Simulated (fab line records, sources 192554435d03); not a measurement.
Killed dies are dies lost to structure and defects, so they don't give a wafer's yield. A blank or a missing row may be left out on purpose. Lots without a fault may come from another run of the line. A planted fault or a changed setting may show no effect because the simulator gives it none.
Which tool did it? | flow n5_finfet | 12 lots, 36 wafers sampled, at 4 steps of a route of 1938

WHAT THE GAUGES READ, wafer by wafer
N5_BEOL_M0_RS_MEAS_126: measures by four-point-probe.
lot  | measured     | on            | M0_RS (ohm/sq)
L075 | day 6 10:41  | film_metro-02 | 0.531 0.514 0.516
L076 | day 6 23:38  | film_metro-02 | 0.510 0.553 0.531
L080 | day 7 15:59  | film_metro-01 | 0.542 0.532 0.485
L079 | day 7 20:04  | film_metro-02 | 0.532 0.526 0.491
L083 | day 8 02:43  | film_metro-02 | 0.571 0.561 0.555
L085 | day 8 23:31  | film_metro-01 | 0.570 0.554 0.537
L087 | day 9 04:15  | film_metro-02 | 0.535 0.549 0.535
L089 | day 9 14:52  | film_metro-02 | 0.543 0.531 0.534
L091 | day 10 05:44 | film_metro-02 | 0.494 0.515 0.520
L093 | day 10 16:07 | film_metro-02 | 0.553 0.556 0.555
L096 | day 11 09:37 | film_metro-01 | 0.529 0.568 0.526
L097 | day 11 17:53 | film_metro-02 | 0.534 0.526 0.538

WHICH TOOL RAN EACH LOT (tool, then ch and the chambers of the sampled wafers, then the start)
lot  | N5_BEOL_M0_TRENCH_ETCH_107         | N5_BEOL_M0_STRIP_142               | N5_BEOL_M0_DEGAS_112
L075 | rie_diel-01 ch 1,2,3, day 6 06:56  | rie_diel-01 ch 1,2,3, day 6 06:58  | pvd_sputter-02, day 6 07:28
L076 | rie_diel-03 ch 1,2,3, day 6 19:39  | rie_diel-03 ch 1,2,3, day 6 19:40  | pvd_sputter-01, day 6 21:21
L080 | rie_diel-04 ch 2,3, day 7 10:25    | rie_diel-04 ch 2,3, day 7 10:27    | pvd_sputter-02, day 7 11:46
L079 | rie_diel-01 ch 0,1, day 7 15:57    | rie_diel-01 ch 0,1, day 7 15:58    | pvd_sputter-02, day 7 17:25
L083 | rie_diel-03 ch 1,3, day 8 00:00    | rie_diel-03 ch 1,3, day 8 00:01    | pvd_sputter-01, day 8 00:40
L085 | rie_diel-04 ch 0,2,3, day 8 18:13  | rie_diel-04 ch 0,2,3, day 8 18:14  | pvd_sputter-03, day 8 19:31
L087 | rie_diel-03 ch 0,2,3, day 9 00:59  | rie_diel-03 ch 0,2,3, day 9 01:00  | pvd_sputter-01, day 9 01:57
L089 | rie_diel-03 ch 0,1,3, day 9 09:42  | rie_diel-03 ch 0,1,3, day 9 09:43  | pvd_sputter-02, day 9 12:23
L091 | rie_diel-04 ch 1,3, day 10 01:43   | rie_diel-04 ch 1,3, day 10 01:44   | pvd_sputter-03, day 10 02:31
L093 | rie_diel-01 ch 0,1,2, day 10 12:32 | rie_diel-01 ch 0,1,2, day 10 12:33 | pvd_sputter-02, day 10 13:23
L096 | rie_diel-03 ch 0,1,3, day 11 04:25 | rie_diel-03 ch 0,1,3, day 11 04:27 | pvd_sputter-01, day 11 05:32
L097 | rie_diel-01 ch 0,1,2, day 11 14:53 | rie_diel-01 ch 0,1,2, day 11 14:55 | pvd_sputter-01, day 11 15:38
- N5_BEOL_M0_TRENCH_ETCH_107: etches SiOC in C4F6/O2, target depth 32.8 nm, time 16.4 s.
- N5_BEOL_M0_STRIP_142: strips in N2/H2, time 10 s.
- N5_BEOL_M0_DEGAS_112: time 60 s.

THE ANSWER, worked out from the rows above alone
Rule: what is usual is taken from the lots themselves. Put in order of their means at a reading, lots are off if they are a third of the lots or fewer, leave a main group of 4 or more, and stand apart from it by a gap of 3 or more times the standard deviation of the main group's means; of several such gaps the widest counts. A main group whose means are all the same, to the digits that the tables above print for the reading, isn't used. A lot without any number at a reading at which 4 lots or more have one is off too. The other lots that the step has rows for count as sound.
No lot is off at any reading shown: from this, nothing can be told.

WHAT THE SIMULATOR HAD PUT IN
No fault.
